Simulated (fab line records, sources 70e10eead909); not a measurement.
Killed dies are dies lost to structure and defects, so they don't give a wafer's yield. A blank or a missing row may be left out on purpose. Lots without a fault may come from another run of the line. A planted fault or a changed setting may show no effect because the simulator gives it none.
Which tool did it? | flow nand_harc | 12 lots, 36 wafers sampled, at 4 steps of a route of 1302

WHAT THE GAUGES READ, wafer by wafer
The record holds no reading of a measuring or inspecting step that can be judged against a usual standard deviation.

WHICH TOOL RAN EACH LOT (tool, then ch and the chambers of the sampled wafers, then the start)
lot  | NHARC_A_STAIRCASE_DEP_156       | NHARC_A_STAIRCASE_ETCH_169         | NHARC_A_STAIRCASE_ETCH_13          | NHARC_A_STAIRCASE_TRIM_14
L932 | pecvd-04 ch 0,1, day 17 13:21   | rie_diel-04 ch 0,2,3, day 17 14:31 | rie_diel-13 ch 0,1,2, day 17 16:23 | rie_diel-13 ch 0,2,3, no start
L934 | pecvd-04 ch 0,1, day 18 07:52   | rie_diel-13 ch 1,2,3, day 18 08:50 | rie_diel-13 ch 0,2,3, day 18 10:49 | rie_diel-13 ch 1,2,3, no start
L935 | pecvd-01 ch 0,1, day 18 07:53   | rie_diel-04 ch 1,2, day 18 08:59   | rie_diel-10 ch 1,2, day 18 11:06   | rie_diel-10 ch 0,1,3, no start
L936 | pecvd-01 ch 0,1,2, day 18 21:56 | rie_diel-10 ch 0,1, day 18 23:08   | rie_diel-13 ch 0,1,3, day 19 01:22 | rie_diel-13 ch 1,2, no start
L943 | pecvd-02 ch 0,1, day 21 13:32   | rie_diel-10 ch 0,2,3, day 21 14:47 | rie_diel-04 ch 0,1,2, day 21 16:39 | rie_diel-04 ch 1,2, no start
L945 | pecvd-04 ch 0,1, day 22 07:47   | rie_diel-13 ch 2,3, day 22 09:50   | rie_diel-13 ch 1,3, day 22 12:20   | rie_diel-13 ch 2,3, no start
L946 | pecvd-02 ch 0,2, day 22 16:19   | rie_diel-10 ch 1,2, day 22 17:21   | rie_diel-04 ch 0,3, day 22 19:20   | rie_diel-04 ch 0,1,2, no start
L947 | pecvd-04 ch 0,1,2, day 23 07:04 | rie_diel-13 ch 0,1,2, day 23 08:12 | rie_diel-13 ch 0,2,3, day 23 13:23 | rie_diel-13 ch 0,1,3, no start
L948 | pecvd-02 ch 0,2, day 23 20:43   | rie_diel-13 ch 0,2, day 23 21:47   | rie_diel-04 ch 1,2, day 23 23:39   | rie_diel-04 ch 0,1, no start
L950 | pecvd-01 ch 0,1,2, day 24 17:03 | rie_diel-10 ch 0,3, day 24 18:01   | rie_diel-04 ch 1,3, day 24 19:59   | rie_diel-04 ch 0,2, no start
L949 | pecvd-04 ch 0,2, day 24 19:25   | rie_diel-04 ch 0,1,2, day 24 20:35 | rie_diel-10 ch 0,1,3, day 24 22:35 | rie_diel-10 ch 0,1,2, no start
L951 | pecvd-04 ch 0,1,2, day 25 00:56 | rie_diel-04 ch 0,1,3, day 25 02:04 | rie_diel-10 ch 1,2,3, day 25 04:04 | rie_diel-10 ch 1,2,3, no start
- NHARC_A_STAIRCASE_DEP_156: deposits SiNx, target thk 50 nm.
- NHARC_A_STAIRCASE_ETCH_169: etches the open film in CH3F/O2, target depth 50 nm, time 107.1 s.
- NHARC_A_STAIRCASE_ETCH_13: etches the open film in C4F8/O2, target depth 100 nm, time 40.5 s.
- NHARC_A_STAIRCASE_TRIM_14: chemistry O2, time 211.2 s.

WHAT THE TOOLS THEMSELVES READ (means of the sampled wafers that have a number; where no wafer has one, the mark that the record gives instead)
NHARC_A_STAIRCASE_DEP_156.
lot  | tool     | heater_power_w (W)
L932 | pecvd-04 | 801
L934 | pecvd-04 | 794
L935 | pecvd-01 | 767
L936 | pecvd-01 | 785
L943 | pecvd-02 | 673
L945 | pecvd-04 | 872
L946 | pecvd-02 | 724
L947 | pecvd-04 | 819
L948 | pecvd-02 | 733
L950 | pecvd-01 | 784
L949 | pecvd-04 | 776
L951 | pecvd-04 | 759

NHARC_A_STAIRCASE_ETCH_169.
lot  | tool        | bias_w (W) | drypump_motor_current_A (A) | oes_product_au (a.u.) | rf_fwd_power_W (W) | rf_vpp_V (V) | showerhead_plenum_p_Torr (Torr) | throttle_valve_pct (%)
L932 | rie_diel-04 | 99.9       | 5.7                         | 0.951                 | 496.0              | 245.7        | 2.53                            | 20.654
L934 | rie_diel-13 | 99.9       | 5.8                         | 0.975                 | 497.1              | 242.8        | 2.41                            | 20.666
L935 | rie_diel-04 | 100.3      | 5.3                         | 0.970                 | 497.3              | 244.3        | 2.48                            | 20.652
L936 | rie_diel-10 | 100.2      | 5.9                         | 0.933                 | 496.0              | 243.5        | 2.45                            | 20.661
L943 | rie_diel-10 | 100.0      | 6.0                         | 0.936                 | 497.0              | 245.4        | 2.49                            | 20.658
L945 | rie_diel-13 | 100.0      | 6.1                         | 0.932                 | 496.1              | 243.8        | 2.40                            | 20.651
L946 | rie_diel-10 | 100.0      | 5.5                         | 0.973                 | 498.2              | 244.9        | 2.50                            | 20.656
L947 | rie_diel-13 | 100.0      | 5.6                         | 0.972                 | 497.5              | 243.5        | 2.35                            | 20.665
L948 | rie_diel-13 | 99.7       | 5.6                         | 0.988                 | 496.2              | 241.9        | 2.31                            | 20.668
L950 | rie_diel-10 | 99.8       | 5.6                         | 0.952                 | 496.2              | 243.2        | 2.39                            | 20.666
L949 | rie_diel-04 | 100.0      | 5.3                         | 0.947                 | 497.8              | 244.0        | 2.51                            | 20.656
L951 | rie_diel-04 | 99.7       | 5.2                         | 0.979                 | 497.9              | 243.9        | 2.45                            | 20.660

NHARC_A_STAIRCASE_ETCH_13.
lot  | tool        | bias_w (W) | oes_product_au (a.u.) | rf_fwd_power_W (W) | rf_vpp_V (V)
L932 | rie_diel-13 | 997.8      | 0.949                 | 593.1              | 891
L934 | rie_diel-13 | 1001.7     | 1.039                 | 687.0              | 891
L935 | rie_diel-10 | 1000.0     | 0.919                 | 592.8              | 889
L936 | rie_diel-13 | 999.2      | 1.053                 | 688.7              | 893
L943 | rie_diel-04 | 998.0      | 0.951                 | 593.3              | 900
L945 | rie_diel-13 | 1002.9     | 0.953                 | 591.6              | 895
L946 | rie_diel-04 | 997.3      | 0.956                 | 594.1              | 898
L947 | rie_diel-13 | 999.8      | 0.959                 | 591.5              | 891
L948 | rie_diel-04 | 998.9      | 0.955                 | 594.6              | 897
L950 | rie_diel-04 | 999.8      | 0.959                 | 593.1              | 893
L949 | rie_diel-10 | 1001.9     | 0.931                 | 591.3              | 893
L951 | rie_diel-10 | 998.2      | 0.933                 | 592.7              | 896

NHARC_A_STAIRCASE_TRIM_14.
lot  | tool        | drypump_motor_current_A (A) | oes_product_au (a.u.) | rf_vpp_V (V) | showerhead_plenum_p_Torr (Torr) | throttle_valve_pct (%)
L932 | rie_diel-13 | 5.9                         | 1.000                 | 58.1         | 3.41                            | 17.041
L934 | rie_diel-13 | 5.8                         | 1.007                 | 57.2         | 3.45                            | 17.037
L935 | rie_diel-10 | 5.6                         | 1.000                 | 57.5         | 3.48                            | 17.035
L936 | rie_diel-13 | 5.5                         | 1.018                 | 57.8         | 3.45                            | 17.029
L943 | rie_diel-04 | 5.8                         | 1.011                 | 57.4         | 3.64                            | 17.042
L945 | rie_diel-13 | 6.1                         | 0.990                 | 57.5         | 3.44                            | 17.039
L946 | rie_diel-04 | 5.3                         | 0.995                 | 58.7         | 3.61                            | 17.038
L947 | rie_diel-13 | 6.1                         | 1.005                 | 56.8         | 3.44                            | 17.026
L948 | rie_diel-04 | 4.8                         | 1.003                 | 57.3         | 3.52                            | 17.035
L950 | rie_diel-04 | 5.8                         | 0.990                 | 57.4         | 3.68                            | 17.036
L949 | rie_diel-10 | 5.9                         | 0.985                 | 58.6         | 3.58                            | 17.029
L951 | rie_diel-10 | 5.6                         | 0.993                 | 58.9         | 3.54                            | 17.035

THE ANSWER, worked out from the rows above alone
Rule: what is usual is taken from the lots themselves. Put in order of their means at a reading, lots are off if they are a third of the lots or fewer, leave a main group of 4 or more, and stand apart from it by a gap of 3 or more times the standard deviation of the main group's means; of several such gaps the widest counts. A main group whose means are all the same, to the digits that the tables above print for the reading, isn't used. A lot without any number at a reading at which 4 lots or more have one is off too. The other lots that the step has rows for count as sound. The gauges are gone through in route order, then the tools' own readings, and for those a lot's mean is taken as printed above. The first step at which some lot is off is used, and at that step the reading that is off furthest; a lot without a number counts as furthest.
Off: L934, L936, at NHARC_A_STAIRCASE_ETCH_13 (rf_fwd_power_W). The main group: mean 592.8 W, standard deviation 1.
A tool fits if, at that step or a process step before it, it ran every lot that is off, and no sound lot after the first of them. None of those tried fits.

WHAT THE SIMULATOR HAD PUT IN
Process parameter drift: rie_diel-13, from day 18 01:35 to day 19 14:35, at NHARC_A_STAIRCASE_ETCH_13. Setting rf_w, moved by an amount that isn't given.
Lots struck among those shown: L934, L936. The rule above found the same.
